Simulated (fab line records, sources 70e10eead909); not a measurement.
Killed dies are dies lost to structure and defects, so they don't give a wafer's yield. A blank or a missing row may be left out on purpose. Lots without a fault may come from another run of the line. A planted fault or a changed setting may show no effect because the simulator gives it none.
A struck lot beside a sound one | flow nand_harc | 13 steps out of a route of 1302
Sound: wafers L223.2, L223.3, L223.4. Struck: wafers L237.2, L237.3, L237.6. The cause comes at the end.
At each step with rows: each side's tool, then ch and its chambers, then its first start. Under that, the readings that differ: sound wafers | struck wafers | difference of the means | sigmas: that difference in standard deviations of wafers without a fault.
alike: readings whose means differ by less than 2 such deviations, and words and numbers that are the same on both sides. not compared: withheld readings, readings that some wafer has no value for, bounds like >300 that may hide the same value, and numbers for which the record gives no deviation and whose values overlap.
The two part at a step that has a row with sigmas, a row that says differs or no value, or rows on one side only. Numbers that don't overlap but have no deviation are shown without sigmas and don't part them. A reading that every wafer of one side lacks parts them only if that side has two wafers or more.

NHARC_A_STAIRCASE_TRIM_26: chemistry O2, time 211.2 s.
  sound on rie_diel-04 ch 0,1,2; struck on rie_diel-02 ch 0,1,2
  alike: drypump_motor_current_A, oes_product_au, rf_vpp_V, showerhead_plenum_p_Torr, throttle_valve_pct
  not compared: rf_hours_counter_h
NHARC_A_STAIRCASE_ETCH_27: etches the open film in C4F8/O2, target depth 100 nm, time 40.5 s.
  sound on rie_diel-04 ch 0,1,2; struck on rie_diel-02 ch 1,2,3
  alike: oes_product_au, rf_vpp_V
  not compared: rf_hours_counter_h
NHARC_A_STAIRCASE_STRIP_175: strips in O2.
  sound on plasma_asher-01 ch 0,1, day 17 07:31; struck on plasma_asher-02 ch 0,1, day 22 16:46
  alike: drypump_motor_current_A, heater_power_w, temp_c
  not compared: rf_hours_counter_h
then, 8 steps without rows for these wafers: NHARC_A_STAIRCASE_STRIP_148 (strips in SPM, time 900 s); NHARC_A_STAIRCASE_PRECLEAN_149 (cleans in SC1); NHARC_A_STAIRCASE_SRD_150; NHARC_A_STAIRCASE_DEHYDRATE_176 (time 120 s); NHARC_A_STAIRCASE_HMDS_177 (time 30 s); NHARC_A_STAIRCASE_COAT_178; NHARC_A_STAIRCASE_SOFTBAKE_179 (time 170 s); NHARC_A_STAIRCASE_EBR_180.
NHARC_A_STAIRCASE_EXPOSE_181: exposes mask STAIR 2.
  sound on krf_scanner-04 ch 0, day 17 08:40; struck on krf_scanner-04 ch 0, day 22 17:47
  reading              | sound                | struck               | difference | sigmas
  exposure_dose_mJ_cm2 | 27.851 27.837 27.827 | 28.158 28.192 28.173 | +0.336     | +13
  alike: mask
then, 1 step without rows for these wafers: NHARC_A_STAIRCASE_PEB_182 (peb time 130 s).

WHERE THEY PART
Only at NHARC_A_STAIRCASE_EXPOSE_181, within this record.

WHY: what the simulator had put in
Process parameter drift: krf_scanner-04, from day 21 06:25 on, at NHARC_A_STAIRCASE_EXPOSE_181. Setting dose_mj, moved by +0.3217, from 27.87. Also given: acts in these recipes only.
